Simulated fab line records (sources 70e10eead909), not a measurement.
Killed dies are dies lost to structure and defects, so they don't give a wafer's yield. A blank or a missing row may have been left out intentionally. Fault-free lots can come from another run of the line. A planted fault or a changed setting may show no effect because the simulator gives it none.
What tool caused it? | flow nand_harc | Sampling: 15 lots, 45 wafers, 5 of 1302 route steps

WHAT THE GAUGES READ, wafer by wafer
NHARC_A_SIN_REMOVE_INSPECT_04.
lot  | measured     | on                | raw_defect_count
L304 | day 20 13:19 | defect_inspect-02 | 485 601 395
L306 | day 21 02:47 | defect_inspect-01 | 313 300 318
L312 | day 23 15:43 | defect_inspect-01 | 282 287 370
L311 | day 23 15:44 | defect_inspect-02 | 360 394 404
L315 | day 24 20:12 | defect_inspect-02 | 326 328 283
L313 | day 25 00:00 | defect_inspect-02 | 345 376 464
L317 | day 25 12:16 | defect_inspect-01 | 277 266 330
L318 | day 25 16:11 | defect_inspect-02 | 324 319 328
L319 | day 25 20:27 | defect_inspect-02 | 355 394 435
L322 | day 27 10:25 | defect_inspect-01 | 331 298 368
L324 | day 28 11:23 | defect_inspect-02 | 423 415 352
L323 | day 28 11:25 | defect_inspect-01 | 414 603 370
L326 | day 28 15:14 | defect_inspect-01 | 439 441 476
L325 | day 28 15:14 | defect_inspect-02 | 387 467 368
L327 | day 29 22:59 | defect_inspect-02 | 506 410 407

NHARC_A_WL_FILL_INSPECT_15.
lot  | measured     | on                | raw_defect_count
L304 | day 21 11:05 | defect_inspect-01 | 456 412 372
L306 | day 21 21:16 | defect_inspect-01 | 359 437 302
L312 | day 24 10:59 | defect_inspect-01 | 2352 2386 2411
L311 | day 24 11:04 | defect_inspect-02 | 2467 2485 2447
L315 | day 25 15:34 | defect_inspect-02 | 2461 2375 2372
L313 | day 25 15:35 | defect_inspect-01 | 608 475 364
L317 | day 26 04:28 | defect_inspect-02 | 276 389 495
L318 | day 26 10:27 | defect_inspect-02 | 386 545 456
L319 | day 26 15:11 | defect_inspect-02 | 329 597 646
L322 | day 28 04:36 | defect_inspect-02 | 506 493 485
L324 | day 29 05:19 | defect_inspect-01 | 376 618 331
L323 | day 29 05:14 | defect_inspect-02 | 356 490 511
L326 | day 29 12:28 | defect_inspect-02 | 452 462 444
L325 | day 29 09:51 | defect_inspect-01 | 437 335 611
L327 | day 30 17:01 | defect_inspect-01 | 591 524 557

WHICH TOOL RAN EACH LOT (tool, then ch and the chambers of the sampled wafers, then the start)
lot  | NHARC_A_WL_FILL_ALD_10           | NHARC_A_WL_FILL_ALD_19              | NHARC_A_WL_FILL_CMP_12
L304 | ald_hk-02 ch 0,2, day 21 00:20   | ald_metal-02 ch 0,1, day 21 10:11   | cmp-04 ch 0,3, day 21 10:38
L306 | ald_hk-03 ch 0,1,3, day 21 10:06 | ald_metal-01 ch 1,2,3, day 21 20:26 | cmp-02 ch 0,2,3, day 21 20:50
L312 | ald_hk-02 ch 1,2,3, day 23 23:50 | ald_metal-01 ch 0,1,3, day 24 10:08 | cmp-04 ch 0,1,3, day 24 10:32
L311 | ald_hk-03 ch 1,2,3, day 23 23:50 | ald_metal-02 ch 1,2,3, day 24 10:16 | cmp-01 ch 2,3, day 24 10:36
L315 | ald_hk-02 ch 0,3, day 25 04:23   | ald_metal-03 ch 0,1,2, day 25 14:47 | cmp-01 ch 0,1, day 25 15:06
L313 | ald_hk-03 ch 1,2,3, day 25 05:45 | ald_metal-01 ch 0,1,3, day 25 14:44 | cmp-04 ch 0,1,2, day 25 15:07
L317 | ald_hk-04 ch 0,1,3, day 25 17:56 | ald_metal-02 ch 0,2,3, day 26 03:38 | cmp-01 ch 1,3, day 26 03:59
L318 | ald_hk-03 ch 0,2,3, day 26 00:20 | ald_metal-03 ch 0,1, day 26 09:33   | cmp-01 ch 0,1,2, day 26 10:00
L319 | ald_hk-04 ch 2,3, day 26 04:28   | ald_metal-01 ch 0,1,3, day 26 14:23 | cmp-02 ch 0,2,3, day 26 14:47
L322 | ald_hk-03 ch 1,3, day 27 18:24   | ald_metal-02 ch 0,1, day 28 03:46   | cmp-04 ch 1,2,3, day 28 04:11
L324 | ald_hk-04 ch 0,2, day 28 18:19   | ald_metal-02 ch 0,1, day 29 04:24   | cmp-02 ch 0,2,3, day 29 04:49
L323 | ald_hk-03 ch 0,2,3, day 28 18:09 | ald_metal-01 ch 0,2,3, day 29 04:26 | cmp-04 ch 0,2, day 29 04:49
L326 | ald_hk-02 ch 0,1, day 28 23:09   | ald_metal-01 ch 0,1,3, day 29 11:38 | cmp-01 ch 1,2,3, day 29 12:01
L325 | ald_hk-03 ch 0,2,3, day 29 00:16 | ald_metal-03 ch 1,3, day 29 08:59   | cmp-01 ch 1,2,3, day 29 09:26
L327 | ald_hk-03 ch 1,2,3, day 30 05:45 | ald_metal-03 ch 0,2,3, day 30 16:00 | cmp-01 ch 0,2,3, day 30 16:32
- NHARC_A_WL_FILL_ALD_10: deposits SiO2, target thk 50 nm, pulse time 10 s, ald cycles 500.
- NHARC_A_WL_FILL_ALD_19: deposits TiN, target thk 2 nm, pulse time 3 s, ald cycles 100.
- NHARC_A_WL_FILL_CMP_12: polishes, t overpolish 30 s, target thk 100 nm.

AS READ BY THE TOOLS THEMSELVES (means over the sampled wafers that have a number; for cases with no such wafer, the mark the record gives instead)
NHARC_A_WL_FILL_ALD_10.
lot  | tool      | heater_power_outer_w (W) | heater_power_w (W) | precursor_pulse_height_rel
L304 | ald_hk-02 | 275                      | 482                | 1.009
L306 | ald_hk-03 | 258                      | 464                | 0.991
L312 | ald_hk-02 | 262                      | 480                | 0.968
L311 | ald_hk-03 | 245                      | 435                | 1.016
L315 | ald_hk-02 | 261                      | 465                | 0.988
L313 | ald_hk-03 | 248                      | 455                | 0.982
L317 | ald_hk-04 | 264                      | 466                | 1.008
L318 | ald_hk-03 | 263                      | 475                | 1.023
L319 | ald_hk-04 | 286                      | 479                | 1.002
L322 | ald_hk-03 | 272                      | 490                | 1.017
L324 | ald_hk-04 | 297                      | 524                | 1.014
L323 | ald_hk-03 | 268                      | 473                | 0.989
L326 | ald_hk-02 | 282                      | 475                | 0.981
L325 | ald_hk-03 | 272                      | 473                | 1.000
L327 | ald_hk-03 | 249                      | 453                | 1.022

NHARC_A_WL_FILL_ALD_19.
lot  | tool         | heater_power_outer_w (W) | heater_power_w (W) | precursor_pulse_height_rel
L304 | ald_metal-02 | 643                      | 1055               | 1.013
L306 | ald_metal-01 | 704                      | 1065               | 0.992
L312 | ald_metal-01 | 733                      | 1099               | 1.025
L311 | ald_metal-02 | 663                      | 1047               | 1.004
L315 | ald_metal-03 | 716                      | 1110               | 0.998
L313 | ald_metal-01 | 736                      | 1100               | 0.993
L317 | ald_metal-02 | 695                      | 1067               | 1.005
L318 | ald_metal-03 | 725                      | 1146               | 0.998
L319 | ald_metal-01 | 747                      | 1101               | 1.011
L322 | ald_metal-02 | 603                      | 1015               | 1.005
L324 | ald_metal-02 | 630                      | 1062               | 1.022
L323 | ald_metal-01 | 754                      | 1087               | 0.999
L326 | ald_metal-01 | 750                      | 1118               | 1.002
L325 | ald_metal-03 | 709                      | 1117               | 1.013
L327 | ald_metal-03 | 724                      | 1129               | 0.973

NHARC_A_WL_FILL_CMP_12.
lot  | tool   | edge_zone_pressure_frac | motor_current_A (A) | overpolish_run_s (s) | time_to_endpoint_s (s)
L304 | cmp-04 | 0.997                   | 14.3                | 30.000               | 23
L306 | cmp-02 | 1.002                   | 12.1                | 29.999               | 19
L312 | cmp-04 | -                       | -                   | -                    | -
L311 | cmp-01 | -                       | -                   | -                    | -
L315 | cmp-01 | -                       | -                   | -                    | -
L313 | cmp-04 | 0.999                   | 13.9                | 30.001               | 22
L317 | cmp-01 | 1.000                   | 12.2                | 30.005               | 27
L318 | cmp-01 | 1.000                   | 12.0                | 30.000               | 22
L319 | cmp-02 | 1.004                   | 12.3                | 30.010               | 21
L322 | cmp-04 | 0.993                   | 13.6                | 30.003               | 19
L324 | cmp-02 | 1.000                   | 11.9                | 30.004               | 19
L323 | cmp-04 | 0.998                   | 13.7                | 30.004               | 21
L326 | cmp-01 | 1.003                   | 11.9                | 29.998               | 21
L325 | cmp-01 | 0.998                   | 11.8                | 30.005               | 23
L327 | cmp-01 | 0.999                   | 12.0                | 29.997               | 17

THE ANSWER, worked out from the rows above alone
Rule: the usual values come from the lots themselves. Put in order of their means at a reading, lots are off if they are a third of the lots or fewer, leave a main group of 4 or more, and stand apart from it by a gap of 3 or more times the standard deviation of the main group's means; of several such gaps the widest counts. If all means in a main group match to the digits the tables above print for the reading, that group is not used. A lot without any number at a reading at which 4 lots or more have one is off too. All remaining lots with rows at the step are treated as sound. Order of review: gauges by route order, followed by the tools' own readings, for which a lot's mean as printed above is used. The first step at which some lot is off is used, and at that step the reading that is off furthest; a lot without a number counts as furthest.
Off: L312, L311, L315 (NHARC_A_WL_FILL_INSPECT_15, raw_defect_count). The main group: mean 458, standard deviation 52.
A tool fits if, at a process step before that reading, it ran every lot that is off, and no sound lot after the first of them. Not tried: the gauges at NHARC_A_WL_FILL_INSPECT_15; whatever is off there is also off at NHARC_A_WL_FILL_CMP_12, on other tools, and gauge error can't account for it. No candidate that was tried fits.

WHAT WAS PUT IN BY THE SIMULATOR
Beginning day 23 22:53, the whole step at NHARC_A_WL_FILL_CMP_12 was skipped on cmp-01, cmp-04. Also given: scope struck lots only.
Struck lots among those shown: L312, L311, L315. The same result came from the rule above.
